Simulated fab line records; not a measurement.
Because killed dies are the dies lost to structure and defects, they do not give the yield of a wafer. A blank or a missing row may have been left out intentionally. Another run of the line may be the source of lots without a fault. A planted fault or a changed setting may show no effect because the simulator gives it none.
fab line records ; flow n5-finfet
record lots=9; wafers=27; last-day=19
route steps=1938 shown BEOL_M2@866 BEOL_M4@1111 PASSIVATION@1936
lots that met no fault: from a run of the same line without faults
start-h: hours from the record's first day to the start of the lot's first wafer shown ; wait-h: hours from the lot's prior step to this one ; " unchanged from the row above ; L1.1+2: one row covering several wafers at once ; - value missing, or start not given ; * or withheld: withheld ; < > ~ a bound
route shown NAME@n: NAME is a module with steps in the file, n the number in the route of the first one ; usual: mean/standard deviation of fault-free wafers ; same: alike in all rows ; chamber/n: place in a boat ; sites: per-site readings ; _std_site: their standard deviation ; _edge_site: inner sites' mean taken away from outer sites' mean ; radius-mm: for every site, how far away it sits from the centre of the wafer ; mask NAME#n: copy n ; behind: the last tool/chamber to shape the wafer ; hold: why the lot went on hold/how many hours it stayed there/how the hold came to an end ; device: the n, p or np transistor that did not switch ; end of line: the route-end tests of the same wafers ; a step without rows: its recipe alone ; killed: the dies lost at the first sort to structure and to defects; this is not the yield of the wafer ; map: a wafer's dies, x killed, . not, _ none there
set.NAME: the setting as run; set.NAME@STEP: as run at that earlier step ; model.NAME: the simulator's own value behind a step, which no gauge read
one table for each step of the route and one row for each wafer, over a sample of lots
services: from which hour (start-h, from the record's first day; less than 0 if before it) a tool's chamber was out of use, for how many hours, and why
## steps
# step N5_BEOL_M2_CD_MEAS_18
# recipe pitch-nm=36; target-cd-nm=18
# usual cd-nm=17.8/0.33
lot.wafer;tool;chamber;start-h;wait-h;cd-nm
L142.1;cd-sem-03;-;176.30;0.0;18.2
L142.4;cd-sem-03;-;176.30;0.0;18.1
L142.5;cd-sem-03;-;176.30;0.0;17.3
L139.2;cd-sem-03;-;177.19;0.1;17.7
L139.4;cd-sem-03;-;177.19;0.1;17.4
L139.6;cd-sem-03;-;177.19;0.1;18.0
L146.2;cd-sem-01;-;193.27;0.1;18.2
L146.3;cd-sem-01;-;193.27;0.1;18.2
L146.4;cd-sem-01;-;193.27;0.1;17.7
L150.4;cd-sem-03;-;219.87;0.0;17.5
L150.5;cd-sem-03;-;219.87;0.0;17.2
L150.6;cd-sem-03;-;219.87;0.0;17.7
L153.3;cd-sem-02;-;233.70;0.1;18.2
L153.4;cd-sem-02;-;233.70;0.1;17.8
L153.5;cd-sem-02;-;233.70;0.1;18.5
L154.1;cd-sem-01;-;243.79;0.0;17.6
L154.2;cd-sem-01;-;243.79;0.0;17.5
L154.4;cd-sem-01;-;243.79;0.0;17.8
L156.3;cd-sem-03;-;247.69;0.1;18.1
L156.4;cd-sem-03;-;247.69;0.1;17.9
L156.6;cd-sem-03;-;247.69;0.1;18.0
L159.2;cd-sem-02;-;262.75;0.1;17.7
L159.3;cd-sem-02;-;262.75;0.1;18.5
L159.6;cd-sem-02;-;262.75;0.1;18.0
L158.1;cd-sem-03;-;264.97;0.0;17.7
L158.4;cd-sem-03;-;264.97;0.0;18.2
L158.5;cd-sem-03;-;264.97;0.0;18.1
# step N5_BEOL_M2_ETCH_77
# recipe chemistry=N2/H2; target=underlayer; target-depth-a=65; mask-material=CAR-EUV; time-s=5.2; ion-energy-ev=200; pressure-mtorr=30; source-w=840; bias-w=150; n2-flow-sccm=200; h2-flow-sccm=200; ends=cleared
# usual bias-w=150.1/0.43; chamber-pressure-mTorr=30.00/0.042; drypump-motor-current-A=5.8/0.44; etch-rf-on-time-s=5.30/0.17; oes-product-au=0.62/0.054; rf-fwd-power-W=819.0/2.4; rf-vpp-V=524.0/3; showerhead-plenum-p-Torr=2.56/0.1; throttle-valve-pct=17.98/0.25
lot.wafer;tool;chamber;start-h;wait-h;bias-w;chamber-pressure-mTorr;drypump-motor-current-A;etch-rf-on-time-s;oes-product-au;rf-fwd-power-W;rf-hours-counter-h;rf-vpp-V;showerhead-plenum-p-Torr;throttle-valve-pct
L142.1;rie-diel-02;1;177.79;0.0;149.9;30.01;5.8;5.56;0.59;820.7;200;526.3;2.64;18.10
L142.4;rie-diel-02;2;177.79;0.0;150.2;30.00;6.4;5.10;0.72;820.2;66;527.1;2.70;17.81
L142.5;rie-diel-02;1;177.79;0.0;150.0;30.02;5.8;5.52;0.60;818.8;-;527.7;2.64;18.10
L139.2;rie-diel-02;1;177.90;0.0;149.7;29.97;5.8;5.48;0.60;819.4;200;526.1;2.64;18.10
L139.4;rie-diel-02;3;177.90;0.0;149.0;30.04;4.9;5.03;0.62;823.8;213;523.8;2.53;18.01
L139.6;rie-diel-02;1;177.90;0.0;149.8;29.99;5.8;5.48;0.60;820.0;-;526.9;2.64;18.11
L146.2;rie-diel-02;2;193.89;0.0;149.5;29.99;6.4;5.01;0.72;821.8;71;528.9;2.70;17.81
L146.3;rie-diel-02;1;193.89;0.0;150.9;29.97;5.8;5.51;0.59;818.3;206;527.4;2.64;18.11
L146.4;rie-diel-02;0;193.89;0.0;149.6;30.04;5.8;5.45;0.59;815.5;247;520.5;2.39;17.81
L150.4;rie-diel-05;0;220.47;0.0;150.6;29.97;5.6;5.46;0.58;823.8;221;523.4;2.53;18.33
L150.5;rie-diel-05;0;220.47;0.0;149.9;29.93;5.6;5.48;0.58;823.4;-;523.7;2.53;18.33
L150.6;rie-diel-05;3;220.47;0.0;149.4;29.96;6.1;5.26;0.63;820.2;-;523.6;2.52;17.87
L153.3;rie-diel-05;2;234.30;0.0;150.6;29.97;5.5;5.25;0.61;816.2;219;525.9;2.63;17.90
L153.4;rie-diel-05;2;234.30;0.0;150.4;29.97;5.6;5.27;0.61;817.2;-;523.4;2.63;17.89
L153.5;rie-diel-05;0;234.30;0.0;150.2;29.96;5.6;5.51;0.58;817.3;-;524.3;2.53;18.31
L154.1;rie-diel-04;0;245.29;0.0;149.7;29.96;5.6;5.35;0.66;815.8;107;520.8;2.44;17.37
L154.2;rie-diel-04;2;245.29;0.0;149.1;29.97;6.1;5.30;0.60;817.7;212;522.1;2.43;17.96
L154.4;rie-diel-04;3;245.29;0.0;149.7;29.98;5.7;5.40;0.57;823.1;235;525.8;2.63;18.36
L156.3;rie-diel-04;0;248.41;0.0;149.5;29.98;5.6;5.31;0.66;821.6;108;520.2;2.44;17.39
L156.4;rie-diel-04;2;248.41;0.0;150.4;30.03;6.1;5.23;0.62;819.9;213;519.1;2.43;17.95
L156.6;rie-diel-04;1;248.41;0.0;150.1;30.03;5.3;5.47;0.58;817.9;-;525.0;2.62;18.27
L159.2;rie-diel-02;2;263.35;0.0;149.8;29.98;6.4;5.03;0.69;818.6;97;528.1;2.68;17.84
L159.3;rie-diel-02;3;263.35;0.0;150.0;30.06;4.9;5.10;0.58;819.0;245;522.5;2.52;18.04
L159.6;rie-diel-02;2;263.35;0.0;150.0;29.94;6.4;5.10;0.68;817.5;-;527.8;2.68;17.85
L158.1;rie-diel-04;0;265.57;0.0;149.6;29.93;5.6;5.23;0.65;819.1;114;519.9;2.43;17.40
L158.4;rie-diel-04;2;265.57;0.0;150.0;29.94;6.1;5.17;0.61;819.4;219;516.9;2.42;17.96
L158.5;rie-diel-04;1;265.57;0.0;149.9;29.95;5.3;5.43;0.59;818.4;-;524.8;2.62;18.26
# step N5_BEOL_M2_ETCHBACK_99
# recipe chemistry=CHF3; target=SiO2; target-depth-a=50; time-s=10.4; source-w=215; bias-w=47; Ar_flow_sccm=200; CHF3_flow_sccm=12; ion-energy-ev=100; pressure-mtorr=30
# usual drypump-motor-current-A=5.7/0.4; oes-product-au=0.73/0.064; rf-fwd-power-W=212.9/0.77; rf-vpp-V=241/4.7; showerhead-plenum-p-Torr=2.16/0.079; throttle-valve-pct=17.16/0.28
lot.wafer;tool;chamber;start-h;wait-h;drypump-motor-current-A;oes-product-au;rf-fwd-power-W;rf-hours-counter-h;rf-vpp-V;showerhead-plenum-p-Torr;throttle-valve-pct
L139.2;rie-diel-02;3;180.51;2.5;4.9;0.70;214.1;215;248;2.11;17.04
L139.4;rie-diel-02;1;180.51;2.5;5.8;0.70;212.4;201;241;2.21;17.23
L139.6;rie-diel-02;3;180.51;2.5;4.9;0.71;213.2;-;248;2.11;17.05
L142.1;rie-diel-04;2;180.70;2.8;6.1;0.74;212.5;191;237;2.06;17.01
L142.4;rie-diel-04;3;180.70;2.8;5.7;0.69;213.4;214;240;2.22;17.48
L142.5;rie-diel-04;1;180.70;2.8;5.3;0.70;213.3;-;242;2.24;17.53
L146.2;rie-diel-02;1;201.64;7.6;5.8;0.69;212.7;208;240;2.21;17.24
L146.3;rie-diel-02;2;201.64;7.6;6.4;0.83;212.2;74;248;2.28;16.98
L146.4;rie-diel-02;3;201.64;7.6;4.9;0.70;213.2;222;250;2.11;17.08
L150.4;rie-diel-02;2;227.44;6.8;6.4;0.81;211.9;-;246;2.27;17.02
L150.5;rie-diel-02;1;227.44;6.8;5.8;0.68;211.5;-;239;2.21;17.25
L150.6;rie-diel-02;3;227.44;6.8;4.9;0.70;212.9;-;249;2.11;17.10
L153.3;rie-diel-04;3;248.01;13.6;5.7;0.67;213.6;236;242;2.21;17.51
L153.4;rie-diel-04;1;248.01;13.6;5.3;0.67;213.0;234;243;2.23;17.57
L153.5;rie-diel-04;3;248.01;13.6;5.7;0.67;212.6;-;242;2.21;17.51
L154.1;rie-diel-05;1;256.01;10.6;6.5;0.99;213.1;0;246;2.31;16.96
L154.2;rie-diel-05;3;256.01;10.6;6.1;0.73;213.2;193;242;2.14;17.22
L154.4;rie-diel-05;2;256.01;10.6;5.5;0.70;211.4;228;242;2.20;16.93
L156.3;rie-diel-04;2;270.79;22.2;6.1;0.71;211.9;221;236;2.05;17.07
L156.4;rie-diel-04;3;270.79;22.2;5.7;0.67;213.0;244;241;2.21;17.52
L156.6;rie-diel-04;0;270.79;22.2;5.6;0.75;212.3;-;233;2.07;16.74
L159.2;rie-diel-02;1;279.11;15.1;5.8;0.68;212.8;235;240;2.20;17.28
L159.3;rie-diel-02;3;279.11;15.1;4.9;0.69;213.6;250;249;2.10;17.11
L159.6;rie-diel-02;0;279.11;15.1;5.8;0.92;212.5;-;246;2.30;16.69
L158.1;rie-diel-05;0;284.21;18.5;5.6;0.67;213.1;243;248;2.12;17.52
L158.4;rie-diel-05;2;284.21;18.5;5.5;0.70;213.6;238;242;2.19;16.93
L158.5;rie-diel-05;1;284.21;18.5;6.5;0.94;213.9;-;245;2.30;16.99
# step N5_BEOL_M2_VIA_ETCH_34
# recipe chemistry=C4F6/O2; target-depth-a=694; mask-material=SOC; pressure-mtorr=15; ion-energy-ev=250; taper-deg=4; time-s=65.9; source-w=350; bias-w=170; Ar_flow_sccm=300; C4F6_flow_sccm=10; O2_flow_sccm=10
# usual C4F6_flow_sccm=10.00/0.03; O2_flow_sccm=10.00/0.032; drypump-motor-current-A=5.7/0.4; oes-product-au=0.73/0.066; rf-fwd-power-W=347.6/1.3; rf-vpp-V=668/12; showerhead-plenum-p-Torr=2.85/0.1; throttle-valve-pct=30.80/0.28
lot.wafer;tool;chamber;start-h;wait-h;C4F6_flow_sccm;O2_flow_sccm;drypump-motor-current-A;oes-product-au;rf-fwd-power-W;rf-hours-counter-h;rf-vpp-V;showerhead-plenum-p-Torr;throttle-valve-pct
L139.2;rie-diel-02;3;180.65;0.0;-;-;-;-;-;-;-;-;-
L139.4;rie-diel-02;1;180.65;0.0;-;-;-;-;-;-;-;-;-
L139.6;rie-diel-02;3;180.65;0.0;-;-;-;-;-;-;-;-;-
L142.1;rie-diel-04;2;180.85;0.0;-;-;-;-;-;-;-;-;-
L142.4;rie-diel-04;3;180.85;0.0;-;-;-;-;-;-;-;-;-
L142.5;rie-diel-04;1;180.85;0.0;-;-;-;-;-;-;-;-;-
L146.2;rie-diel-02;1;201.78;0.0;10.00;10.00;5.8;0.70;346.0;208;661;2.92;30.80
L146.3;rie-diel-02;2;201.78;0.0;10.01;9.93;6.4;0.84;346.3;74;683;3.00;30.74
L146.4;rie-diel-02;3;201.78;0.0;10.00;10.00;4.9;0.70;347.4;222;684;2.79;30.46
L150.4;rie-diel-02;2;227.59;0.0;10.03;10.02;6.4;0.82;345.1;-;685;3.00;30.77
L150.5;rie-diel-02;1;227.59;0.0;10.02;10.03;5.8;0.69;348.2;-;662;2.91;30.85
L150.6;rie-diel-02;3;227.59;0.0;10.01;10.04;4.9;0.70;349.1;-;683;2.78;30.46
L153.3;rie-diel-04;3;248.15;0.0;9.94;9.98;5.7;0.67;346.8;237;666;2.92;30.92
L153.4;rie-diel-04;1;248.15;0.0;10.02;10.03;5.3;0.68;346.8;234;671;2.94;31.24
L153.5;rie-diel-04;3;248.15;0.0;10.06;9.99;5.7;0.67;349.1;-;667;2.92;30.93
L154.1;rie-diel-05;1;256.15;0.0;10.03;10.03;6.5;0.99;347.3;0;678;3.04;30.99
L154.2;rie-diel-05;3;256.15;0.0;10.02;9.98;6.1;0.72;347.5;193;668;2.82;30.85
L154.4;rie-diel-05;2;256.15;0.0;10.00;10.05;5.5;0.70;347.8;228;671;2.90;30.50
L156.3;rie-diel-04;2;270.93;0.0;9.97;10.03;6.0;0.73;346.6;221;657;2.71;30.82
L156.4;rie-diel-04;3;270.93;0.0;9.99;9.94;5.8;0.67;348.1;244;666;2.91;30.93
L156.6;rie-diel-04;0;270.93;0.0;10.04;10.02;5.6;0.76;347.5;-;646;2.74;30.35
L159.2;rie-diel-02;1;279.25;0.0;10.00;10.00;5.8;0.68;346.4;235;661;2.90;30.86
L159.3;rie-diel-02;3;279.25;0.0;10.02;9.95;4.9;0.68;349.0;250;685;2.78;30.50
L159.6;rie-diel-02;0;279.25;0.0;10.00;10.02;5.8;0.92;348.3;-;679;3.02;30.58
L158.1;rie-diel-05;0;284.35;0.0;10.01;9.97;5.6;0.66;349.2;243;685;2.80;31.22
L158.4;rie-diel-05;2;284.35;0.0;9.95;9.94;5.5;0.71;347.1;238;669;2.90;30.51
L158.5;rie-diel-05;1;284.35;0.0;9.97;10.02;6.4;0.95;348.4;-;679;3.04;31.02
# step N5_BEOL_M4_RC_MEAS_101
# usual DIBL_N=36.6/1.9; DIBL_P=36.7/2.2; IOFF_N=0.16/0.035; IOFF_P=0.22/0.038; ION_N=672/14; ION_P=462/8.3; SS_N=71.6/0.65; SS_P=73.5/0.72; VT_N=250/3.5; VT_P=-250/3.1
lot.wafer;tool;chamber;start-h;wait-h;DIBL_N[mV/V];DIBL_P[mV/V];IOFF_N[nA/um];IOFF_P[nA/um];ION_N[uA/um];ION_P[uA/um];SS_N[mV/dec];SS_P[mV/dec];VT_N[mV];VT_P[mV]
L146.2;prober-02;0;249.28;0.2;36.3;36.6;0.15;0.21;678;468;71.1;73.3;252;-252
L146.3;prober-02;0;249.28;0.2;37.3;38.0;0.16;0.23;659;459;71.4;74.0;250;-248
L146.4;prober-02;0;249.28;0.2;36.5;37.6;0.16;0.22;681;463;71.4;73.7;247;-250
L150.4;prober-01;0;272.38;0.5;35.5;35.2;0.13;0.18;650;451;71.8;73.1;252;-251
L150.5;prober-01;0;272.38;0.5;33.3;32.9;0.11;0.16;656;459;70.9;72.7;254;-254
L150.6;prober-01;0;272.38;0.5;35.3;34.6;0.14;0.18;665;452;71.5;73.1;253;-251
L153.3;prober-01;0;291.31;0.3;38.8;40.6;0.21;0.29;670;462;72.3;74.8;247;-244
L153.4;prober-01;0;291.31;0.3;35.6;36.4;0.15;0.21;656;456;71.5;72.8;253;-249
L153.5;prober-01;0;291.31;0.3;38.5;40.4;0.21;0.30;670;467;72.9;74.9;245;-247
L154.1;prober-02;0;293.14;0.0;36.2;37.9;0.19;0.24;674;467;71.5;74.5;246;-247
L154.2;prober-02;0;293.14;0.0;36.8;38.9;0.19;0.25;671;464;71.4;73.9;248;-248
L154.4;prober-02;0;293.14;0.0;35.7;37.4;0.18;0.23;679;465;72.3;73.9;247;-247
L156.3;prober-02;0;297.27;0.3;40.8;42.0;0.26;0.32;692;467;72.9;74.4;245;-245
L156.4;prober-02;0;297.27;0.3;35.1;35.6;0.14;0.21;663;457;71.1;73.1;251;-249
L156.6;prober-02;0;297.27;0.3;36.6;36.8;0.16;0.21;676;462;71.7;73.4;250;-251
L159.2;prober-02;0;319.81;0.2;38.0;37.2;0.19;0.26;699;472;71.8;73.5;249;-244
L159.3;prober-02;0;319.81;0.2;39.0;39.1;0.23;0.31;682;467;71.8;74.1;245;-244
L159.6;prober-02;0;319.81;0.2;37.8;36.6;0.18;0.25;674;463;72.4;73.6;248;-245
L158.1;prober-02;0;326.31;0.0;38.1;37.1;0.19;0.25;669;458;71.4;73.8;249;-248
L158.4;prober-02;0;326.31;0.0;35.2;34.2;0.14;0.19;680;466;71.2;72.6;251;-250
L158.5;prober-02;0;326.31;0.0;35.7;34.4;0.14;0.21;678;474;71.6;73.6;249;-248
# step N5_PASSIVATION_PROBE_49
# usual defect-limited-yield=91.6/1.4; killed_at_M0_to_M3=35/10; killed_at_M4_up=13/4.8; killed-at-contacts=12/7.2; killed-at-front-end=36/12; killed-at-other=4/3.1; killed-dies=100/17; killed-on-rim=13/4.2; killed-open=66/13; killed-short=32/7.3; sort_bin_5_function=5.0/0.94; sort_bin_6_memory=3.1/0.67; sort-n-pass=1080/17; sort-yield-pct=91.6/1.4
# same gross-dies=1180; killed-at-back-side=0; sort_bin_4_leakage[%]=0; sort_bin_8_speed[%]=0
lot.wafer;tool;chamber;start-h;wait-h;defect-limited-yield[%];killed_at_M0_to_M3;killed_at_M4_up;killed-at-contacts;killed-at-front-end;killed-at-other;killed-dies;killed-on-rim;killed-open;killed-short;sort_bin_5_function[%];sort_bin_6_memory[%];sort-n-pass;sort-yield-pct[%]
L139.2;prober-01;-;347.66;0.1;0;1134;7;12;25;2;1180;152;55;30;97.3;2.4;0;0
L139.4;prober-01;-;347.76;0.2;0;1122;12;9;33;4;1180;152;55;31;97.4;2.5;0;0
L139.6;prober-01;-;347.86;0.3;0;1111;14;4;49;2;1180;152;79;35;96.0;3.8;0;0
L142.1;prober-02;-;356.02;0.0;0;1134;6;17;18;5;1180;152;43;36;97.5;2.4;0;0
L142.4;prober-02;-;356.17;0.2;0;1111;14;24;24;7;1180;152;64;43;96.1;3.2;0;0
L142.5;prober-02;-;356.22;0.2;0;1097;11;35;31;6;1180;152;82;38;95.4;4.3;0;0
L146.2;prober-02;-;375.75;0.1;94.4;28;10;10;17;1;66;9;48;18;2.8;2.7;1114;94.4
L146.3;prober-02;-;375.80;0.1;96.0;18;4;9;13;3;47;7;35;12;2.5;1.4;1133;96.0
L146.4;prober-02;-;375.85;0.2;93.3;32;11;15;21;0;79;10;58;21;3.6;2.7;1101;93.3
L150.4;prober-01;-;389.16;0.2;92.3;26;11;15;32;7;91;9;55;36;4.1;3.0;1089;92.3
L150.5;prober-01;-;389.21;0.2;91.3;47;18;7;24;7;103;6;68;33;5.4;3.0;1077;91.3
L150.6;prober-01;-;389.26;0.3;91.7;30;15;7;41;5;98;10;66;32;5.5;2.6;1082;91.7
L154.1;prober-01;-;409.14;0.0;89.8;60;11;14;34;1;120;10;80;40;5.7;4.2;1060;89.8
L154.2;prober-01;-;409.19;0.1;92.7;29;12;13;32;0;86;15;54;29;4.6;2.4;1094;92.7
L154.4;prober-01;-;409.29;0.2;89.7;48;22;15;35;1;121;12;94;27;5.3;4.5;1059;89.7
L153.3;prober-01;-;412.19;0.1;93.0;18;10;12;39;4;83;11;58;25;4.7;2.3;1097;93.0
L153.4;prober-01;-;412.24;0.2;92.0;33;7;16;35;3;94;6;56;38;5.1;2.8;1086;92.0
L153.5;prober-01;-;412.29;0.2;94.0;38;8;5;20;0;71;6;41;30;3.3;2.5;1109;94.0
# killed by level:class
L139.2 BEOL_M2:area-etch=1094 BEOL_M3:geometric-particle:open=12 BEOL_M2:geometric-particle:open=9 BEOL_M0_SAQP:geometric-particle:short=8 MOL_CONTACT_COAG:geometric-particle:open=7 GATE_CUT:geometric-particle:short=6 FIN_SAQP:geometric-particle:open=5 MOL_CONTACT_COAG:geometric-particle:short=5
L139.4 BEOL_M2:area-etch=1094 STI_FIN_REVEAL:geometric-particle:open=13 BEOL_M2:geometric-particle:open=9 MOL_CONTACT_COAG:geometric-particle:open=7 BEOL_M0_SAQP:geometric-particle:open=6 FIN_SAQP:geometric-particle:short=3 BEOL_M0_SAQP:geometric-particle:short=3 BEOL_M4:geometric-particle:open=3
L139.6 BEOL_M2:area-etch=1065 BEOL_M0_SAQP:geometric-particle:open=15 GATE_CUT:geometric-particle:short=11 BEOL_M5:geometric-particle:open=10 BEOL_M3:geometric-particle:open=9 BEOL_M0_SAQP:geometric-particle:short=8 STI_FIN_REVEAL:geometric-particle:open=7 BEOL_M2:geometric-particle:open=7
L142.1 BEOL_M2:area-etch=1100 MOL_CONTACT_COAG:geometric-particle:open=12 BEOL_M0_SAQP:geometric-particle:open=9 BEOL_M0_SAQP:geometric-particle:short=9 BEOL_M2:geometric-particle:open=6 MOL_CONTACT_COAG:geometric-particle:short=5 BEOL_M2:geometric-particle:short=5 STI_FIN_REVEAL:geometric-particle:open=4
L142.4 BEOL_M2:area-etch=1073 MOL_CONTACT_COAG:geometric-particle:open=17 BEOL_M0_SAQP:geometric-particle:open=13 BEOL_M0_SAQP:geometric-particle:short=9 BEOL_M2:geometric-particle:open=9 MOL_CONTACT_COAG:geometric-particle:short=7 STARTING-WAFER:geometric-particle:short=6 FIN_SAQP:geometric-particle:open=5
L142.5 BEOL_M2:area-etch=1059 MOL_CONTACT_COAG:geometric-particle:open=25 STI_FIN_REVEAL:geometric-particle:open=19 BEOL_M0_SAQP:geometric-particle:open=11 MOL_CONTACT_COAG:geometric-particle:short=10 BEOL_M0_SAQP:geometric-particle:short=9 BEOL_M2:geometric-particle:open=7 BEOL_M1:geometric-particle:open=4
L146.2 MOL_CONTACT_COAG:geometric-particle:open=8 BEOL_M1:geometric-particle:open=8 BEOL_M3:geometric-particle:open=8 STI_FIN_REVEAL:geometric-particle:open=5 BEOL_M2:geometric-particle:open=4 ILD0:geometric-particle:short=3 BEOL_M0_SAQP:geometric-particle:short=3 BEOL_M4:geometric-particle:open=3
L146.3 MOL_CONTACT_COAG:geometric-particle:open=6 BEOL_M1:geometric-particle:open=6 BEOL_M0_SAQP:geometric-particle:open=4 BEOL_M2:geometric-particle:open=4 SPACER0:geometric-particle:open=3 MOL_CONTACT_COAG:geometric-particle:short=3 FIN_SAQP:geometric-particle:open=2 FIN_SAQP:geometric-particle:short=2
L146.4 MOL_CONTACT_COAG:geometric-particle:open=13 BEOL_M2:geometric-particle:open=8 BEOL_M0:geometric-particle:open=5 BEOL_M1:geometric-particle:open=5 FIN_SAQP:geometric-particle:short=4 DUMMY_GATE:geometric-particle:open=4 BEOL_M0_SAQP:geometric-particle:open=4 BEOL_M1:geometric-particle:short=4
L150.4 MOL_CONTACT_COAG:geometric-particle:open=12 BEOL_M0_SAQP:geometric-particle:short=9 FIN_SAQP:geometric-particle:short=7 GATE_CUT:geometric-particle:open=7 BEOL_M1:geometric-particle:open=6 FIN_SAQP:geometric-particle:open=4 BEOL_M0_SAQP:geometric-particle:open=4 STI_FIN_REVEAL:geometric-particle:open=3
L150.5 BEOL_M0_SAQP:geometric-particle:open=14 BEOL_M0_SAQP:geometric-particle:short=10 FIN_SAQP:geometric-particle:short=8 BEOL_M1:geometric-particle:open=8 MOL_CONTACT_COAG:geometric-particle:open=6 STI_FIN_REVEAL:geometric-particle:open=5 BEOL_M2:geometric-particle:open=5 BEOL_M7:geometric-particle:open=5
L150.6 FIN_SAQP:geometric-particle:open=10 BEOL_M0:geometric-particle:open=8 BEOL_M1:geometric-particle:open=7 MOL_CONTACT_COAG:geometric-particle:open=6 FIN_SAQP:geometric-particle:short=5 GATE_CUT:geometric-particle:open=5 STI_FIN_REVEAL:geometric-particle:open=4 DUMMY_GATE:geometric-particle:open=4
L154.1 BEOL_M0_SAQP:geometric-particle:open=23 BEOL_M0_SAQP:geometric-particle:short=14 BEOL_M3:geometric-particle:open=11 MOL_CONTACT_COAG:geometric-particle:open=10 STI_FIN_REVEAL:geometric-particle:open=9 BEOL_M3:geometric-particle:short=8 GATE_CUT:geometric-particle:short=5 DUMMY_GATE:geometric-particle:open=4
L154.2 MOL_CONTACT_COAG:geometric-particle:open=11 STI_FIN_REVEAL:geometric-particle:open=10 BEOL_M0_SAQP:geometric-particle:short=10 BEOL_M0_SAQP:geometric-particle:open=5 BEOL_M3:geometric-particle:open=5 STI_FIN_REVEAL:geometric-particle:short=4 FIN_SAQP:geometric-particle:open=3 BEOL_M0:geometric-particle:open=3
L154.4 STI_FIN_REVEAL:geometric-particle:open=15 BEOL_M4:geometric-particle:open=14 MOL_CONTACT_COAG:geometric-particle:open=13 BEOL_M3:geometric-particle:open=12 BEOL_M0_SAQP:geometric-particle:open=10 BEOL_M0_SAQP:geometric-particle:short=9 BEOL_M1:geometric-particle:open=8 FIN_SAQP:geometric-particle:open=5
L153.3 STI_FIN_REVEAL:geometric-particle:open=13 MOL_CONTACT_COAG:geometric-particle:open=8 BEOL_M0_SAQP:geometric-particle:short=5 BEOL_M3:geometric-particle:open=5 GATE_CUT:geometric-particle:short=4 MOL_CONTACT_COAG:geometric-particle:short=4 BEOL_M0_SAQP:geometric-particle:open=4 STI_FIN_REVEAL:geometric-particle:short=3
L153.4 STI_FIN_REVEAL:geometric-particle:open=13 MOL_CONTACT_COAG:geometric-particle:open=12 FIN_SAQP:geometric-particle:short=10 BEOL_M0_SAQP:geometric-particle:short=7 BEOL_M0_SAQP:geometric-particle:open=7 BEOL_M1:geometric-particle:open=5 BEOL_M3:geometric-particle:open=5 GATE_CUT:geometric-particle:short=4
L153.5 BEOL_M0_SAQP:geometric-particle:open=18 BEOL_M0_SAQP:geometric-particle:short=11 FIN_SAQP:geometric-particle:short=5 BEOL_M4:geometric-particle:open=5 STARTING-WAFER:geometric-particle:short=4 BEOL_M2:geometric-particle:open=4 DUMMY_GATE:geometric-particle:open=3 MOL_CONTACT_COAG:geometric-particle:short=3
## services
tool;chamber;start-h;hours;kind
rie-diel-02;0;205.33;-;clean
rie-diel-02;0;205.33;-;consumable-replace:focus-ring
rie-diel-02;0;205.33;-;consumable-replace:showerhead
rie-diel-02;0;205.33;23.1;scheduled-down
rie-diel-02;0;205.33;23.1;vent-cycle
rie-diel-05;1;232.24;-;clean
rie-diel-05;1;232.24;-;consumable-replace:focus-ring
rie-diel-05;1;232.24;-;consumable-replace:showerhead
rie-diel-05;1;232.24;23.2;scheduled-down
rie-diel-05;1;232.24;23.2;vent-cycle
rie-diel-02;1;236.01;1.8;repair
rie-diel-04;-;241.54;0.5;repair
rie-diel-02;-;268.92;2.8;pm
rie-diel-02;3;279.76;-;clean
rie-diel-02;3;279.76;-;consumable-replace:focus-ring
rie-diel-02;3;279.76;24.2;scheduled-down
rie-diel-02;3;279.76;24.2;vent-cycle
## key
first-sign step=N5_BEOL_M2_VIA_ETCH_34; reading=tool-record; direction=missing
effect step=N5_PASSIVATION_PROBE_49; reading=killed_at_M0_to_M3; direction=up; sigmas=99+; usual=35; struck=1118
more-kills-born-at N5_BEOL_M2_VIA_ETCH_34@rie-diel-02=3253; N5_BEOL_M2_VIA_ETCH_34@rie-diel-04=3232
met-at N5_BEOL_M2_VIA_ETCH_34
struck-lots L139,L142
later-rows-left-out L139.2,L139.4,L139.6,L142.1,L142.4,L142.5
not-acting-at N5_BEOL_M2_CD_MEAS_18,N5_BEOL_M2_ETCH_77,N5_BEOL_M2_ETCHBACK_99
fault kind=skipped-step-whole; tool=rie-diel-02,rie-diel-04; chamber=-; onset-h=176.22; steps=N5_BEOL_M2_VIA_ETCH_34; scope=struck-lots-only
# later-rows-left-out: the simulator's readings of these wafers behind a module that went badly wrong aren't trusted and aren't shown, but for the sort
